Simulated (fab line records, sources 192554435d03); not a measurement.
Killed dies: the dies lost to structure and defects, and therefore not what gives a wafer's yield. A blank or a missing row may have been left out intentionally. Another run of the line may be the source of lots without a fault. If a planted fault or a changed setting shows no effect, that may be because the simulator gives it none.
Split-lot study + flow n5 finfet + 7 lots, 21 wafers read, on a route of 1938 steps

ABOUT THE SPLIT
At N5_BEOL_M1_COAT_68 (time 60 s, resist thk 12 nm), the setting spin rpm was moved away from the recipe's 1500 rpm on 6 of the 21 wafers read, by -9.9% to +10.2%. For the rest of the wafers, this setting stayed at what the recipe calls for.

FROM THE SPLIT TO THE READING: what the file shows between them, 6 steps
- N5_BEOL_M1_COAT_76: time 60 s, resist thk 5 nm
- N5_BEOL_M1_COAT_22: resist thk 30 nm
- N5_BEOL_M1_DESCUM_33: chemistry O2, time 7 s
- N5_BEOL_M1_ETCH_77: etches underlayer in N2/H2, target depth 6.5 nm, time 5.2 s
- N5_BEOL_M1_ETCH_69: etches SiARC in CF4, target depth 15.6 nm, time 26 s
- N5_BEOL_M1_ALD_98: deposits SiO2, target thk 2.5 nm, pulse time 1 s, co reactant pulse time 1 s

THE READING
CAR-EUV_of_BEOL_M1_COAT_22.thk nm (the simulator's own value, which no gauge read), in nm, at N5_BEOL_M1_ETCHBACK_99 (etches SiO2 in CHF3, target depth 5 nm, time 10.4 s). No usual value for it is given in the file. Here, 15 wafers ran the recipe; their average is 10.4 nm with a standard deviation of 0.11 nm.

| wafer  | tool, chamber at the split | spin rpm as run, rpm | against the recipe | CAR-EUV_of_BEOL_M1_COAT_22.thk nm, nm | against lot-mates on the recipe |
|--------|----------------------------|----------------------|--------------------|---------------------------------------|---------------------------------|
| L074.1 | litho track-04, 0          | 1500                 | recipe             | 10.4                                  | -                               |
| L074.2 | litho track-04, 0          | 1500                 | recipe             | 10.4                                  | -                               |
| L074.6 | litho track-04, 0          | 1500                 | recipe             | 10.4                                  | -                               |
| L078.2 | litho track-03, 0          | 1500                 | recipe             | 10.2                                  | -                               |
| L078.4 | litho track-03, 0          | 1500                 | recipe             | 10.2                                  | -                               |
| L078.3 | litho track-03, 0          | 1500                 | recipe             | 10.4                                  | -                               |
| L080.1 | litho track-03, 0          | 1500                 | recipe             | 10.4                                  | -                               |
| L080.4 | litho track-03, 0          | 1500                 | recipe             | 10.4                                  | -                               |
| L080.3 | litho track-03, 0          | 1500                 | recipe             | 10.6                                  | -                               |
| L081.2 | litho track-03, 0          | 1500                 | recipe             | 10.4                                  | -                               |
| L081.4 | litho track-03, 0          | 1362                 | -9.2%              | 10                                    | -0.4                            |
| L081.5 | litho track-03, 0          | 1362                 | -9.2%              | 9.8                                   | -0.6                            |
| L089.1 | litho track-02, 0          | 1500                 | recipe             | 10.4                                  | -                               |
| L089.2 | litho track-02, 0          | 1500                 | recipe             | 10.6                                  | -                               |
| L089.3 | litho track-02, 0          | 1351                 | -9.9%              | 9.8                                   | -0.7                            |
| L091.2 | litho track-04, 0          | 1653                 | +10.2%             | 10.6                                  | +0.3                            |
| L091.4 | litho track-04, 0          | 1500                 | recipe             | 10.4                                  | -                               |
| L091.5 | litho track-04, 0          | 1500                 | recipe             | 10.2                                  | -                               |
| L093.1 | litho track-03, 0          | 1500                 | recipe             | 10.4                                  | -                               |
| L093.2 | litho track-03, 0          | 1394                 | -7.1%              | 10                                    | -0.4                            |
| L093.4 | litho track-03, 0          | 1394                 | -7.1%              | 10                                    | -0.4                            |

THE FIT
A straight line over all 21 wafers: CAR-EUV_of_BEOL_M1_COAT_22.thk nm changes by +0.0454 nm for each +1% of spin rpm; r = +0.86; the points scatter about the line by 0.12 nm.
The same after taking each lot's own level away (the mean of its wafers on the recipe; 21 wafers): +0.0509 nm for each +1%; r = +0.92; scatter 0.1 nm.
According to that fit, moving spin rpm by its largest amount changes the reading by 0.52 nm.
From 10.27 to 10.50 nm: that is the span of the lots' own levels, equal to 2.0 times the standard deviation above.
Thus the slope moves with the lot-to-lot level: the two fits are different.
Check: for one of the wafers moved furthest among these (+10.2%), held out of the fit, the line's prediction against its lot-mates is +0.607 nm. It came out at +0.3 nm against them.

THE WHOLE CHAIN: every reading that the file lists as answering this split, in the file's order
| step                   | what it does                                         | reading                                                                            | change (the file's fit)                | r (the file's) |
|------------------------|------------------------------------------------------|------------------------------------------------------------------------------------|----------------------------------------|----------------|
| N5_BEOL_M1_COAT_68     | time 60 s, resist thk 12 nm                          | SiARC_of_BEOL_M1_COAT_68.thk nm (the simulator's own value, which no gauge read)   | -0.0627 nm for each +1% of the setting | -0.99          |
| N5_BEOL_M1_ETCH_69     | etches SiARC in CF4, target depth 15.6 nm, time 26 s | etch.depth nm (the simulator's own value, which no gauge read)                     | -0.062 nm for each +1% of the setting  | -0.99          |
| N5_BEOL_M1_ETCHBACK_99 | etches SiO2 in CHF3, target depth 5 nm, time 10.4 s  | CAR-EUV_of_BEOL_M1_COAT_22.thk nm (the simulator's own value, which no gauge read) | +0.0517 nm for each +1% of the setting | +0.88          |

FILE'S OWN FIT
CAR-EUV_of_BEOL_M1_COAT_22.thk nm changes by +0.0517 nm for each +1% of spin rpm, r = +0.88.
